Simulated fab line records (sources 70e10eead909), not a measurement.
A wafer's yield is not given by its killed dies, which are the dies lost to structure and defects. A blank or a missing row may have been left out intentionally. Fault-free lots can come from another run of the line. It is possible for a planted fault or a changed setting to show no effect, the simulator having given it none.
Matching of chambers :: flow nandHarc :: 3 sister chambers for NHARC_A_CONTACT_DEP_85 on pecvd-02
The step deposits SiON, target thk 60 nm. 6 wafers are shown with their chamber, then 12 later ones without.

EACH WAFER AND ITS CHAMBER
wafer: L084.6
chamber: 0
showerheadVppV (V): 1178
heaterPowerW (W): 979

wafer: L089.1
chamber: 2
showerheadVppV (V): 1106
heaterPowerW (W): 822

wafer: L089.5
chamber: 2
showerheadVppV (V): 1100
heaterPowerW (W): 809

wafer: L090.1
chamber: 1
showerheadVppV (V): 1203
heaterPowerW (W): 785

wafer: L090.3
chamber: 0
showerheadVppV (V): 1168
heaterPowerW (W): 991

wafer: L090.5
chamber: 1
showerheadVppV (V): 1212
heaterPowerW (W): 788

WAFERS WITH NO CHAMBER GIVEN
wafer: L092.1
showerheadVppV (V): 1101
heaterPowerW (W): 747

wafer: L092.3
showerheadVppV (V): 1213
heaterPowerW (W): 749

wafer: L092.5
showerheadVppV (V): 1201
heaterPowerW (W): 753

wafer: L096.1
showerheadVppV (V): 1186
heaterPowerW (W): 962

wafer: L096.4
showerheadVppV (V): 1180
heaterPowerW (W): 819

wafer: L096.6
showerheadVppV (V): 1177
heaterPowerW (W): 1002

wafer: L097.2
showerheadVppV (V): 1178
heaterPowerW (W): 987

wafer: L097.3
showerheadVppV (V): 1087
heaterPowerW (W): 750

wafer: L097.4
showerheadVppV (V): 1092
heaterPowerW (W): 723

wafer: L095.1
showerheadVppV (V): 1180
heaterPowerW (W): 812

wafer: L095.4
showerheadVppV (V): 1184
heaterPowerW (W): 839

wafer: L095.6
showerheadVppV (V): 1206
heaterPowerW (W): 822

WHICH CHAMBER EACH ONE RAN IN
wafer: L092.1
from the rows above: 2
in truth: 2

wafer: L092.3
from the rows above: 1
in truth: 1

wafer: L092.5
from the rows above: 1
in truth: 1

wafer: L096.1
from the rows above: 0
in truth: 0

wafer: L096.4
from the rows above: 1
in truth: 1

wafer: L096.6
from the rows above: 0
in truth: 0

wafer: L097.2
from the rows above: 0
in truth: 0

wafer: L097.3
from the rows above: 2
in truth: 2

wafer: L097.4
from the rows above: 2
in truth: 2

wafer: L095.1
from the rows above: 1
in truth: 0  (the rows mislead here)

wafer: L095.4
from the rows above: 1
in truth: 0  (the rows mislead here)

wafer: L095.6
from the rows above: 1
in truth: 1
Placed correctly: 10 of 12. Left unplaced by these rows: 0. Placed wrongly: 2.
How it was worked out, from the rows above alone: a wafer's distance from a chamber is the root of the sum, over the readings, of the square of ((its reading less the chamber's mean) divided by the reading's scatter). If the next closest chamber is less than 2 further off than the closest, the wafer can't be placed; otherwise it belongs to the closest. A chamber's mean is the mean of its shown wafers. The scatter: take each reading less its chamber's mean, square it, sum over the shown wafers, divide by the number of wafers less the number of chambers, and take the root.
